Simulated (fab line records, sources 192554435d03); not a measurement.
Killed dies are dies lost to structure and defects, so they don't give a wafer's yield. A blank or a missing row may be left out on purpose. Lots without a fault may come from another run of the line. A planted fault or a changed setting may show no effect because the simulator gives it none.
A struck lot beside a sound one | flow n5_finfet | 38 steps out of a route of 1938
Sound: wafers L477.3, L477.5, L477.6. Struck: wafers L467.1, L467.2, L467.4. The cause comes at the end.
At each step with rows: each side's tool, then ch and its chambers, then its first start. Under that, the readings that differ: sound wafers | struck wafers | difference of the means | sigmas: that difference in standard deviations of wafers without a fault.
alike: readings whose means differ by less than 2 such deviations, and words and numbers that are the same on both sides. not compared: withheld readings, readings that some wafer has no value for, bounds like >300 that may hide the same value, and numbers for which the record gives no deviation and whose values overlap.
The two part at a step that has a row with sigmas, a row that says differs or no value, or rows on one side only. Numbers that don't overlap but have no deviation are shown without sigmas and don't part them. A reading that every wafer of one side lacks parts them only if that side has two wafers or more.

first, 8 steps without rows for these wafers: N5_MOL_CONTACT_COAG_PRECLEAN_138 (cleans in alkaline clean, time 60 s); N5_MOL_CONTACT_COAG_SRD_139 (time 30 s); N5_MOL_CONTACT_COAG_PRE_CLEAN_121; N5_MOL_CONTACT_COAG_CVD_140 (deposits W, target thk 66.5 nm, time 215 s); N5_MOL_CONTACT_COAG_PRECLEAN_127 (cleans in DIW, time 57.5 s); N5_MOL_CONTACT_COAG_SRD_128 (dry time 32 s); N5_MOL_CONTACT_COAG_CMP_52 (polishes, stops on SiO2, t overpolish 1.5 s, target thk 66.5 nm); N5_MOL_CONTACT_COAG_ANNEAL_112 (time 1800 s).
N5_BEOL_M0_SAQP_PECVD_00: deposits SiCN from 3MS/NH3, target thk 8 nm, time 14 s.
  sound on pecvd-04 ch 1,2, day 9 20:09; struck on pecvd-01 ch 0,1,2, day 7 08:01
  no value came back on the struck wafers for chamber_pressure_Torr (Torr), rf_fwd_power_W (W), showerhead_plenum_p_Torr (Torr), throttle_valve_pct (%); on the sound wafers chamber_pressure_Torr (Torr) reads 2.993 2.995 2.998
then, 25 steps without rows for these wafers: N5_BEOL_M0_SAQP_ILD_DEP_01 (deposits SiOC from DEMS/O2, target thk 45.419 nm, time 8.7 s); N5_BEOL_M0_SAQP_HM_DEP_02 (deposits TiN, target thk 12 nm); N5_BEOL_M0_SAQP_PECVD_03 (deposits SiCN from 3MS/NH3, target thk 12 nm, time 21.1 s); N5_BEOL_M0_SAQP_PECVD_96 (deposits a-Si from SiH4/He, target thk 45 nm, time 45.2 s); N5_BEOL_M0_SAQP_PECVD_97 (deposits SiNx from SiH4/NH3/N2, target thk 23 nm, time 19.9 s); N5_BEOL_M0_SAQP_PECVD_04 (deposits a-Si from SiH4/He, target thk 60 nm, time 60.2 s); N5_BEOL_M0_SAQP_HM_DEP_111 (deposits SiO2 from SiH4/N2O, target thk 12 nm, time 7.2 s); N5_BEOL_M0_SAQP_COAT_81 (time 60 s, resist thk 100 nm); N5_BEOL_M0_SAQP_COAT_82 (time 60 s, resist thk 30 nm); N5_BEOL_M0_SAQP_COAT_08 (resist thk 90 nm); N5_BEOL_M0_SAQP_EBR_10; N5_BEOL_M0_SAQP_SOFTBAKE_09 (time 60 s); N5_BEOL_M0_SAQP_EXPOSE_11 (exposes mask M0 CORE, target cd 42 nm); N5_BEOL_M0_SAQP_PEB_12 (peb time 60 s); N5_BEOL_M0_SAQP_DEVELOP_13 (develop time 30 s); N5_BEOL_M0_SAQP_DESCUM_19 (chemistry O2, time 7.9 s); N5_BEOL_M0_SAQP_ETCH_83 (etches SiARC in CF4, target depth 39 nm, time 65 s); N5_BEOL_M0_SAQP_ETCH_84 (etches SOC in N2/H2, target depth 100 nm, overetch 20 nm, time 150 s); N5_BEOL_M0_SAQP_STRIP_80 (strips in N2/H2); N5_BEOL_M0_SAQP_HM_OPEN_112 (chemistry CHF3/O2, target SiO2, stops on a-Si, target depth 12 nm, time 13.5 s); N5_BEOL_M0_SAQP_STRIP_113 (strips in CHF3/O2); N5_BEOL_M0_SAQP_MANDREL_ETCH_20 (etches a-Si in HBr/Cl2, stops on SiNx, target depth 60 nm, bt time 10 s, time 30 s); N5_BEOL_M0_SAQP_STRIP_86 (strips in N2/H2); N5_BEOL_M0_SAQP_STRIP_115 (strips in post etch residue remover, time 60 s); N5_BEOL_M0_SAQP_SRD_93 (time 30 s).
N5_BEOL_M0_ETCH_109: etches SiCN in CH3F/O2, target depth 8 nm, overetch 2.4 nm, time 27.4 s.
  sound on rie_diel-04 ch 0,1,3, day 10 10:29; struck on rie_diel-05 ch 0,1,3, day 7 18:43
  reading                  | sound             | struck         | difference | sigmas
  oes_product_au (a.u.)    | 0.61 0.68 0.61    | 0.28 0.26 0.28 | -0.36      | -11
  model.etch.depth_nm (nm) | 8.229 8.157 8.123 | 0 0 0          | -8         |
  alike: O2_flow_sccm, bias_w, drypump_motor_current_A, rf_fwd_power_W, rf_vpp_V, showerhead_plenum_p_Torr, throttle_valve_pct
  not compared: rf_hours_counter_h
N5_BEOL_M0_RS_MEAS_126: measures by four-point-probe.
  sound on film_metro-01, day 10 14:07; struck on film_metro-02, day 7 22:31
  reading        | sound             | struck            | difference | sigmas
  M0_RS (ohm/sq) | 0.568 0.532 0.542 | 0.689 0.699 0.711 | +0.152     | +7
-- the record jumps here: 3 days lie between the struck wafers' starts before and after (it left off in module BEOL_M0 and takes up again in module BEOL_M4, whose first step shown is number 1111 of the route) --
N5_BEOL_M4_RC_MEAS_101:
  sound on prober-02 ch 0, day 13 05:27; struck on prober-01 ch 0, day 10 20:51
  alike: DIBL_N, DIBL_P, IOFF_N, IOFF_P, ION_N, ION_P, SS_N, SS_P, VT_N, VT_P
-- the record jumps here: 5 days lie between the struck wafers' starts before and after (it left off in module BEOL_M4 and takes up again in module PASSIVATION, whose first step shown is number 1936 of the route) --
N5_PASSIVATION_PROBE_49:
  sound on prober-01, day 18 01:23; struck on prober-01, day 15 20:47
  reading                  | sound | struck         | difference | sigmas
  defect_limited_yield (%) | 92.3  | 68.7 68.6 70.3 | -23.1      | -16
  killed_at_M0_to_M3       | 27    | 303 300 285    | +269       | +27
  killed_dies              | 91    | 369 370 350    | +272       | +16
  killed_on_rim            | 15    | 108 95 79      | +79        | +19
  sort_bin_5_function (%)  | 4.2   | 27.6 27.7 26.2 | +23.0      | +24
  sort_n_pass              | 1089  | 811 810 830    | -272       | -16
  sort_yield_pct (%)       | 92.3  | 68.7 68.6 70.3 | -23.1      | -16
  alike: killed_at_M4_up, killed_at_contacts, killed_at_front_end, killed_at_other, killed_open, killed_short, sort_bin_6_memory

WHERE THEY PART
First at N5_BEOL_M0_SAQP_PECVD_00; last, within this record, at N5_PASSIVATION_PROBE_49.

WHY: what the simulator had put in
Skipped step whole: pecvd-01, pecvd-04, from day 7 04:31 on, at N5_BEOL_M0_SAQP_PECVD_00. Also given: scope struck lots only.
